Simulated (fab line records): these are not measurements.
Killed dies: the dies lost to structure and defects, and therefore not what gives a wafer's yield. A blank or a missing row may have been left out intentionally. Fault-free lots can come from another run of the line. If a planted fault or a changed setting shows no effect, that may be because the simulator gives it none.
Which of the tools did it? || flow nand harc || Sampling: 6 lots, 18 wafers, 5 of 1159 route steps

WHAT THE GAUGES READ, wafer by wafer
NHARC_END_SORT_01.
{"lot": "L963", "measured": "day 23 21:08", "on": "prober-02", "defect limited yield (%)": "97.5 97.5 96.9"}

EACH LOT AND THE TOOL THAT RAN IT (in order: tool; ch and the chambers of the sampled wafers; start)
{"lot": "L951", "NHARC_A_BONDPAD_PVD_17": "pvd sputter-03, day 19 02:12 or earlier", "NHARC_THIN_TSV_ETCH_44": "rie diel-11 ch 0,3, day 19 02:12", "NHARC_THIN_TSV_PVD_19": "pvd sputter-03, day 19 05:54 or earlier", "NHARC_THIN_TSV_ANNEAL_52": "rtp anneal-01 ch 0, day 19 05:54"}
{"lot": "L959", "NHARC_A_BONDPAD_PVD_17": "pvd sputter-02, day 21 08:20 or earlier", "NHARC_THIN_TSV_ETCH_44": "rie diel-02 ch 1,2,3, day 21 08:20", "NHARC_THIN_TSV_PVD_19": "pvd sputter-03, day 21 12:01 or earlier", "NHARC_THIN_TSV_ANNEAL_52": "rtp anneal-01 ch 0, day 21 12:01"}
{"lot": "L963", "NHARC_A_BONDPAD_PVD_17": "pvd sputter-01, day 22 21:51 or earlier", "NHARC_THIN_TSV_ETCH_44": "rie diel-11 ch 1,3, day 22 21:51", "NHARC_THIN_TSV_PVD_19": "pvd sputter-02, day 23 01:44 or earlier", "NHARC_THIN_TSV_ANNEAL_52": "rtp anneal-01 ch 0, day 23 01:44"}
{"lot": "L964", "NHARC_A_BONDPAD_PVD_17": "pvd sputter-01, day 23 00:08 or earlier", "NHARC_THIN_TSV_ETCH_44": "rie diel-01 ch 0,2,3, day 23 00:08", "NHARC_THIN_TSV_PVD_19": "pvd sputter-01, day 23 03:46 or earlier", "NHARC_THIN_TSV_ANNEAL_52": "rtp anneal-02 ch 0, day 23 03:46"}
{"lot": "L965", "NHARC_A_BONDPAD_PVD_17": "pvd sputter-02, day 24 00:01 or earlier", "NHARC_THIN_TSV_ETCH_44": "rie diel-01 ch 0,3, day 24 00:01", "NHARC_THIN_TSV_PVD_19": "pvd sputter-02, day 24 03:49 or earlier", "NHARC_THIN_TSV_ANNEAL_52": "rtp anneal-02 ch 0, day 24 03:49"}
{"lot": "L969", "NHARC_A_BONDPAD_PVD_17": "pvd sputter-03, day 24 07:58 or earlier", "NHARC_THIN_TSV_ETCH_44": "rie diel-02 ch 1,2,3, day 24 07:58", "NHARC_THIN_TSV_PVD_19": "pvd sputter-03, day 24 11:56 or earlier", "NHARC_THIN_TSV_ANNEAL_52": "rtp anneal-02 ch 0, day 24 11:56"}
- NHARC_A_BONDPAD_PVD_17: deposits TaN, target thk 5 nm, time 8.06 s.
- NHARC_THIN_TSV_ETCH_44: etches the open film in CF4/O2, target depth 1594.2 nm, time 797.1 s.
- NHARC_THIN_TSV_PVD_19: deposits TaN, target thk 20 nm.
- NHARC_THIN_TSV_ANNEAL_52: time 90 s.

THE ANSWER, worked out from the rows above alone
Rule: what is usual is taken from the lots themselves. The widest of any qualifying gaps counts: lots, ordered by their means at a reading, are off when they make up no more than a third of the lots, leave a main group of 4 or more, and stand apart from it by 3 or more times the standard deviation of that group's means. A main group whose means are all the same, to the digits that the tables above print for the reading, isn't used. Also off: a lot with no number at a reading for which 4 or more lots have one. The other lots that the step has rows for count as sound.
No lot is off on any of the readings shown, so nothing can be concluded from this.

WHAT THE SIMULATOR HAD PUT IN
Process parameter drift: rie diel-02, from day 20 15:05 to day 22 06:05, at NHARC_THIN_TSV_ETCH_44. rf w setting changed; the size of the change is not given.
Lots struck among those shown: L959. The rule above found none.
